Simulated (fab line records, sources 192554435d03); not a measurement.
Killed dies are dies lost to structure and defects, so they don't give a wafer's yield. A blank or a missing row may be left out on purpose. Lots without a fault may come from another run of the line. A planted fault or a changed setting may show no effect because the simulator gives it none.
A struck lot beside a sound one | flow n5_finfet | 18 steps out of a route of 1938
Sound: wafers L712.1, L712.5, L712.6. Struck: wafers L701.1, L701.2, L701.5. The cause comes at the end.
At each step with rows: each side's tool, then ch and its chambers, then its first start. Under that, the readings that differ: sound wafers | struck wafers | difference of the means | sigmas: that difference in standard deviations of wafers without a fault.
alike: readings whose means differ by less than 2 such deviations, and words and numbers that are the same on both sides. not compared: withheld readings, readings that some wafer has no value for, bounds like >300 that may hide the same value, and numbers for which the record gives no deviation and whose values overlap.
The two part at a step that has a row with sigmas, a row that says differs or no value, or rows on one side only. Numbers that don't overlap but have no deviation are shown without sigmas and don't part them. A reading that every wafer of one side lacks parts them only if that side has two wafers or more.

N5_HKMG_FIN_STRIP_34: strips in CF4.
  sound on rie_diel-06 ch 0,2,3, day 8 05:40; struck on rie_diel-04 ch 1,2, day 5 10:14
  alike: drypump_motor_current_A, oes_product_au, rf_vpp_V, showerhead_plenum_p_Torr, throttle_valve_pct
  not compared: rf_hours_counter_h
then, 1 step without rows for these wafers: N5_HKMG_FIN_ETCH_35 (etches SOC in N2/H2, target depth 215.8 nm, time 243.4 s).
N5_HKMG_FIN_STRIP_92: strips SOC in N2/H2, time 20 s.
  sound on rie_diel-06 ch 0,2,3, day 8 05:50; struck on rie_diel-04 ch 1,2, day 5 10:24
  alike: drypump_motor_current_A, oes_product_au, rf_vpp_V, showerhead_plenum_p_Torr, throttle_valve_pct
  not compared: rf_hours_counter_h
then, 2 steps without rows for these wafers: N5_HKMG_FIN_WET_ETCH_18 (etches TiN in SC1, time 55 s, target depth 5.2 nm, rinse time 30 s); N5_HKMG_FIN_STRIP_19 (strips in N2/H2, time 360 s).
N5_HKMG_FIN_ALD_91: deposits TiN, target thk 1 nm, pulse time 1 s, purge time 3 s.
  sound on ald_metal-04 ch 1,2,3, day 8 06:24; struck on ald_metal-04 ch 1,3, day 5 10:55
  alike: ald_cycles, heater_power_w, precursor_pulse_height_rel, susceptor_temp_C
then, 1 step without rows for these wafers: N5_HKMG_FIN_COAT_85 (time 60 s, resist thk 300 nm).
N5_HKMG_FIN_ETCH_86: etches SOC in N2/H2, stops on TiN, target depth 393.2 nm.
  sound on rie_diel-04 ch 0,3, day 8 06:50; struck on rie_diel-01 ch 0,1,3, day 5 11:16
  alike: drypump_motor_current_A, oes_product_au, rf_vpp_V, showerhead_plenum_p_Torr, throttle_valve_pct
  not compared: rf_hours_counter_h
then, 2 steps without rows for these wafers: N5_HKMG_FIN_STRIP_89 (strips SOC in N2/H2, time 20 s); N5_HKMG_FIN_WET_ETCH_87 (etches TiN in SC1, time 154.2 s, target depth 4.7 nm, rinse time 30 s).
N5_HKMG_FIN_STRIP_88: strips in N2/H2, time 360 s.
  sound on plasma_asher-02 ch 0,1, day 8 07:05; struck on plasma_asher-01 ch 0,1, day 5 11:31
  alike: drypump_motor_current_A, heater_power_w
  not compared: rf_hours_counter_h
then, 1 step without rows for these wafers: N5_HKMG_FIN_NWFM_ALD_20 (deposits TiAlC, target thk 2 nm, pulse time 3 s, purge time 2 s).
N5_HKMG_FIN_ALD_71: deposits TiN, target thk 1 nm, pulse time 1 s, purge time 3 s.
  sound on ald_metal-03 ch 0,3, day 8 07:34; struck on ald_metal-03 ch 0,2,3, day 5 12:00
  reading                                  | sound    | struck      | difference | sigmas
  ald_cycles                               | 47 47 47 | 68 68 68    | +21        |
  model.TiN_of_HKMG_FIN_ALD_71.thk_nm (nm) | 1 1 1    | 1.4 1.4 1.4 | +0.4       |
  alike: heater_power_w, precursor_pulse_height_rel, susceptor_temp_C
then, 1 step without rows for these wafers: N5_HKMG_FIN_COAT_66 (time 60 s, resist thk 300 nm).
N5_HKMG_FIN_ETCH_67: etches SOC in N2/H2, stops on TiN, target depth 388.9 nm.
  sound on rie_diel-01 ch 0,1,3, day 8 08:10; struck on rie_diel-06 ch 0,2,3, day 5 12:20
  alike: drypump_motor_current_A, oes_product_au, rf_vpp_V, showerhead_plenum_p_Torr, throttle_valve_pct
  not compared: rf_hours_counter_h, model.TiN_of_HKMG_FIN_ALD_71.thk_nm
then, 1 step without rows for these wafers: N5_HKMG_FIN_STRIP_90 (strips SOC in N2/H2, time 20 s).
-- the record jumps here: 4 days lie between the struck wafers' starts before and after (it left off in module HKMG_FIN and takes up again in module BEOL_M4, whose first step shown is number 1111 of the route) --
N5_BEOL_M4_RC_MEAS_101:
  sound on prober-02 ch 0, day 12 04:53; struck on prober-01 ch 0, day 9 10:50
  reading   | sound       | struck      | difference | sigmas
  VT_N (mV) | 253 253 249 | 246 241 245 | -8         | -2
  alike: DIBL_N, DIBL_P, IOFF_N, IOFF_P, ION_N, ION_P, SS_N, SS_P, VT_P
N5_PASSIVATION_PROBE_49:
  the record has rows for the sound wafers here (prober-02, day 16 20:53) and none for the struck ones

WHERE THEY PART
First at N5_BEOL_M4_RC_MEAS_101; last, within this record, at N5_PASSIVATION_PROBE_49.

WHY: what the simulator had put in
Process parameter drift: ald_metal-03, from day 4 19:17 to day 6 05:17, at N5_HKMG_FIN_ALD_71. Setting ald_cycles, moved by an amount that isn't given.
